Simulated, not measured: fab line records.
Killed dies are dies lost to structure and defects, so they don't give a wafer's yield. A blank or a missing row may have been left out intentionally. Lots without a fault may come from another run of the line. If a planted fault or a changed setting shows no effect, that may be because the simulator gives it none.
Lot-split experiment -- flow n5_finfet -- 39 wafers read from 7 lots, route of 1938 steps

== ABOUT THE SPLIT ==
At N5_MOL_CONTACT_COAG_ETCHBACK_135 (etches SiO2 in CHF3, target depth 25 nm, time 16.7 s), the setting time_s was moved away from the recipe's 16.7 s on 15 of the 39 wafers read, by -32.0% to +58.4%. For the rest of the wafers, this setting stayed at what the recipe calls for.

Reading taken at the split's own step.

== THE READING ==
SOC_of_MOL_CONTACT_COAG_COAT_75.thk_nm (the simulator's own value, which no gauge read), in nm, at N5_MOL_CONTACT_COAG_ETCHBACK_135 (etches SiO2 in CHF3, target depth 25 nm, time 16.7 s). No usual value for it is given in the file. Across the 24 wafers here that went through the recipe, the average is 57.4 nm and the standard deviation 0.18 nm.

wafer,"tool, chamber at the split","time_s as run, s",against the recipe,"SOC_of_MOL_CONTACT_COAG_COAT_75.thk_nm, nm",against lot-mates on the recipe
L076.1,"rie_diel-03, 1,0",19.24,+15.2%,57,-0.3
L076.2,"rie_diel-03, 1,0",19.24,+15.2%,57,-0.3
L076.3,"rie_diel-03, 3,2",16.7,recipe,57.4,-
L076.4,"rie_diel-03, 3,2",16.7,recipe,57.4,-
L076.5,"rie_diel-03, 2",16.7,recipe,57.2,-
L076.6,"rie_diel-03, 3",19.24,+15.2%,56.8,-0.5
L078.1,"rie_diel-02, 0",11.35,-32.0%,58.2,+0.9
L078.2,"rie_diel-02, 3,1",11.35,-32.0%,58,+0.7
L078.3,"rie_diel-02, 3,1",11.35,-32.0%,58,+0.7
L078.4,"rie_diel-02, 3",16.7,recipe,57.2,-
L078.5,"rie_diel-02, 1,0",16.7,recipe,57.4,-
L078.6,"rie_diel-02, 1,0",16.7,recipe,57.4,-
L079.1,"rie_diel-01, 3,0",16.7,recipe,57.8,-
L079.5,"rie_diel-01, 3,0",16.7,recipe,57.8,-
L079.2,"rie_diel-01, 0,2,2,3",16.7,recipe,57.6,-
L079.3,"rie_diel-01, 0,2,2,3",16.7,recipe,57.6,-
L079.4,"rie_diel-01, 0,2,2,3",16.7,recipe,57.6,-
L079.6,"rie_diel-01, 0,2,2,3",16.7,recipe,57.6,-
L082.1,"rie_diel-01, 3",16.7,recipe,57.4,-
L082.2,"rie_diel-01, 1",26.46,+58.4%,55.8,-1.7
L082.3,"rie_diel-01, 2",16.7,recipe,57.6,-
L082.4,"rie_diel-01, 2",16.7,recipe,57.6,-
L082.5,"rie_diel-01, 3,1",26.46,+58.4%,56,-1.5
L082.6,"rie_diel-01, 3,1",26.46,+58.4%,56,-1.5
L089.2,"rie_diel-01, 3",16.7,recipe,57.6,-
L089.3,"rie_diel-01, 1,0",16.7,recipe,57.2,-
L089.6,"rie_diel-01, 1,0",16.7,recipe,57.2,-
L091.1,"rie_diel-03, 0",16.7,recipe,57.2,-
L091.2,"rie_diel-03, 2,1,0",11.52,-31.0%,58.2,+0.9
L091.3,"rie_diel-03, 2,1,0",11.52,-31.0%,58.2,+0.9
L091.5,"rie_diel-03, 2,1,0",11.52,-31.0%,58.2,+0.9
L091.4,"rie_diel-03, 1,2",16.7,recipe,57.4,-
L091.6,"rie_diel-03, 1,2",16.7,recipe,57.4,-
L092.1,"rie_diel-03, 1,2,1",23.15,+38.6%,56.2,-1.2
L092.2,"rie_diel-03, 1,2,1",23.15,+38.6%,56.2,-1.2
L092.5,"rie_diel-03, 1,2,1",23.15,+38.6%,56.2,-1.2
L092.3,"rie_diel-03, 0,0,2",16.7,recipe,57.4,-
L092.4,"rie_diel-03, 0,0,2",16.7,recipe,57.4,-
L092.6,"rie_diel-03, 0,0,2",16.7,recipe,57.4,-
Rows listing several chambers each stand for several wafers; the file does not say which wafer went through which chamber.

THE FIT
A straight line over all 39 wafers: SOC_of_MOL_CONTACT_COAG_COAT_75.thk_nm changes by -0.026 nm for each +1% of time_s; r = -0.96; the points scatter about the line by 0.17 nm.
The same after taking each lot's own level away (the mean of its wafers on the recipe; 39 wafers): -0.0274 nm for each +1%; r = -0.99; scatter 0.11 nm.
According to that fit, moving time_s by its largest amount changes the reading by 1.6 nm.
From 57.33 to 57.67 nm: that is the span of the lots' own levels, equal to 1.9 times the standard deviation above.
Hence the lot-to-lot level has little effect on the slope; both slopes agree.
Check: with one of the wafers moved furthest among these (+58.4%) left out of the fit, the line predicts -1.6 nm for it against its lot-mates. It came out at -1.73 nm against them.

== FURTHER SPLITS ON THESE WAFERS ==
Other splits were also applied to these wafers ahead of the reading. Each is held against what the fit with the lots' levels taken away leaves over:
other split on the same wafers,wafers away from the commonest value,r with SOC_of_MOL_CONTACT_COAG_COAT_75.thk_nm (lot level and that fit taken away)
N5_HKMG_FIN_DEVELOP_48 develop_time_s,9,+0.25

== THE FILE'S OWN FIT ==
SOC_of_MOL_CONTACT_COAG_COAT_75.thk_nm changes by -0.0275 nm for each +1% of time_s, r = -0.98.
